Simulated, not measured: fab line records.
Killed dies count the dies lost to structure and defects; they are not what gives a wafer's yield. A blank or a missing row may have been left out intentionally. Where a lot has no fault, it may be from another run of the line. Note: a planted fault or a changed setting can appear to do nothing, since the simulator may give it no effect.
Matching of chambers -- flow n5_finfet -- rie_diel-05 running N5_BEOL_M0_TRENCH_ETCH_107: 4 sister chambers
The step etches SiOC in C4F6/O2, target depth 32.8 nm, time 16.4 s. 7 wafers are shown with their chamber, then 7 later ones without.

## WAFERS, EACH WITH ITS CHAMBER
wafer,chamber,drypump_motor_current_A (A),throttle_valve_pct (%)
L077.1,1,5.1,20.30
L077.6,0,6.5,20.64
L084.1,3,5.7,21.30
L084.3,1,5.1,20.35
L084.6,2,5.9,21.01
L088.2,0,6.4,20.68
L088.3,3,5.7,21.28

## WAFERS WHOSE CHAMBER IS MISSING
wafer,drypump_motor_current_A (A),throttle_valve_pct (%)
L088.4,6.4,20.66
L091.3,5.1,20.36
L091.4,6.5,20.68
L091.5,6.0,20.67
L095.2,5.1,20.38
L095.3,6.4,20.71
L095.6,5.1,20.38

## EACH ONE'S CHAMBER
wafer,from the rows above,in truth
L088.4,0,0
L091.3,1,1
L091.4,0,0
L091.5,can't be placed: 0 or 2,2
L095.2,1,1
L095.3,0,0
L095.6,1,1
Correct placement for 6 of the 7. Can't be placed from these rows: 1 (the true chamber is among the candidates in 1). 0 placed wrongly.
How it was worked out, from the rows above alone: a wafer's distance from a chamber is the root of the sum, over the readings, of the square of ((its reading less the chamber's mean) divided by the reading's scatter). If the next closest chamber is less than 2 further off than the closest, the wafer can't be placed; otherwise it belongs to the closest. For every chamber, the mean is computed from those of its wafers that are shown. The scatter is the square root of a quotient: the sum, over the shown wafers, of each reading's squared deviation from its chamber's mean, divided by wafers minus chambers.
